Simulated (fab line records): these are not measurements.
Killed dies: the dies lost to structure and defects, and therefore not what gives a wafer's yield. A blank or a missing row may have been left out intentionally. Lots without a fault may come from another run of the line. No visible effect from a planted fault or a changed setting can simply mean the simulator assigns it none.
Comparing a struck lot with a sound one -- flow n5Finfet -- 17 steps out of a route of 1938
Sound: the wafers L698.3, L698.4, L698.6. Struck: wafer L688.1; the same lot's L688.6 was not struck, so it is left out; see the end for the cause.
For every step that has rows: the tool of each side, followed by ch and its chambers, followed by its first start. Under that, the readings that differ: sound wafers -- struck wafers -- difference of the means -- sigmas: that difference in standard deviations of wafers without a fault.
alike: same words and numbers on both sides, and readings whose means sit less than 2 such deviations apart. not compared: any withheld reading, any reading some wafer has no value for, any bound like >300 that may hide the same value, and any number with overlapping values for which the record gives no deviation.
Wherever a step has rows on one side only, a row that says differs or no value, or a row with sigmas, the two part there. Non-overlapping numbers with no deviation appear without sigmas and do not part them. A reading that every wafer of one side lacks parts them only if that side has two wafers or more.

first, 7 steps without rows for these wafers: N5_FIN_SAQP_COAT_50 (time 60 s, resist thk 35 nm); N5_FIN_SAQP_COAT_10 (resist thk 90 nm); N5_FIN_SAQP_EBR_12; N5_FIN_SAQP_SOFTBAKE_11 (time 60 s); N5_FIN_SAQP_EXPOSE_13 (exposes mask FIN CORE, target cd 35.6 nm); N5_FIN_SAQP_PEB_14 (peb time 60 s); N5_FIN_SAQP_DEVELOP_15 (develop time 30 s).
N5_FIN_SAQP_CD_MEAS_16: the cd target is 35.6 nm.
  sound on cdSem-03 ch 0, day 6 15:39; struck on cdSem-01 ch 0, day 4 03:57
  alike: cdNm
N5_FIN_SAQP_OVL_MEAS_17:
  sound on overlay-01 ch 0, day 6 15:41; struck on overlay-02 ch 0, day 4 03:59
  alike: FIN_CORE_OVL
N5_FIN_SAQP_INSPECT_18: inspects for defects (brightfield).
  sound on defectInspect-02, day 6 15:42; struck on defectInspect-01, day 4 04:01
reading,sound,struck,difference,sigmas
rawDefectCount,288 465 203,695,+376,+3
N5_FIN_SAQP_DESCUM_21: chemistry O2, time 7.9 s.
  sound on rieDiel-01 ch 0,1,3, day 6 15:44; struck on rieDiel-03 ch 2, day 4 04:03
reading,sound,struck,difference,sigmas
drypumpMotorCurrentA (A),5.5 5.9 5.8,5.0,-0.7,-2
  alike: o2FlowSccm, oesProductAu, rfVppV, showerheadPlenumPTorr, throttleValvePct
  not compared: rfHoursCounterH
N5_FIN_SAQP_ETCH_51: etches SiARC in CF4, target depth 45.5 nm, time 75.8 s.
  sound on rieDiel-01 ch 0,1,3, day 6 15:46; struck on rieDiel-03 ch 2, day 4 04:05
reading,sound,struck,difference,sigmas
drypumpMotorCurrentA (A),5.5 5.9 5.8,5.0,-0.7,-2
  alike: etchRfOnTimeS, oesProductAu, rfVppV, showerheadPlenumPTorr, throttleValvePct
  not compared: rfHoursCounterH
N5_FIN_SAQP_ETCH_52: etches SOC in N2/H2, target depth 100 nm, overetch 20 nm, time 150 s.
  sound on rieDiel-01 ch 0,1,3, day 6 15:50; struck on rieDiel-03 ch 2, day 4 04:08
reading,sound,struck,difference,sigmas
drypumpMotorCurrentA (A),5.6 5.9 5.7,5.0,-0.7,-2
model.SiARC_of_FIN_SAQP_COAT_50.thkNm (nm),29.08 29.15 29.05,26.71,-2.38,
  alike: oesProductAu, rfVppV, showerheadPlenumPTorr, throttleValvePct
  not compared: rfHoursCounterH
then, 1 step without rows for these wafers: N5_FIN_SAQP_STRIP_53 (strips in N2/H2).
N5_FIN_SAQP_HM_OPEN_73: chemistry CHF3/O2, target SiO2, stops on a-Si, target depth 12 nm, time 16.8 s.
  sound on rieDiel-01 ch 0,1,3, day 6 15:56; struck on rieDiel-03 ch 2, day 4 04:15
reading,sound,struck,difference,sigmas
drypumpMotorCurrentA (A),5.6 5.9 5.7,5.0,-0.7,-2
model.SiARC_of_FIN_SAQP_COAT_50.thkNm (nm),5.401 5.901 5.379,3.117,-2.443,
  alike: oes_ar_750_au, oesProductAu, rfVppV, showerheadPlenumPTorr, throttleValvePct
  not compared: rfHoursCounterH
then, 1 step without rows for these wafers: N5_FIN_SAQP_STRIP_74 (strips in CHF3/O2).
-- record jumps: 6 days separate the struck wafers' starts on either side; left off in module FIN_SAQP, taken up again in module BEOL_M4, whose first shown step is the route's number 1111 --
N5_BEOL_M4_RC_MEAS_101:
  sound on prober-01 ch 0, day 12 17:17; struck on prober-02 ch 0, day 10 13:08
reading,sound,struck,difference,sigmas
DIBL_P (mV/V),34.9 35.1 38.7,40.4,+4.2,+2
  alike: DIBL_N, IOFF_N, IOFF_P, ION_N, ION_P, SS_N, SS_P, VT_N, VT_P

== WHERE THEY PART ==
At N5_FIN_SAQP_INSPECT_18 first; at N5_BEOL_M4_RC_MEAS_101 last (within this record only).

WHY: the cause the simulator had injected
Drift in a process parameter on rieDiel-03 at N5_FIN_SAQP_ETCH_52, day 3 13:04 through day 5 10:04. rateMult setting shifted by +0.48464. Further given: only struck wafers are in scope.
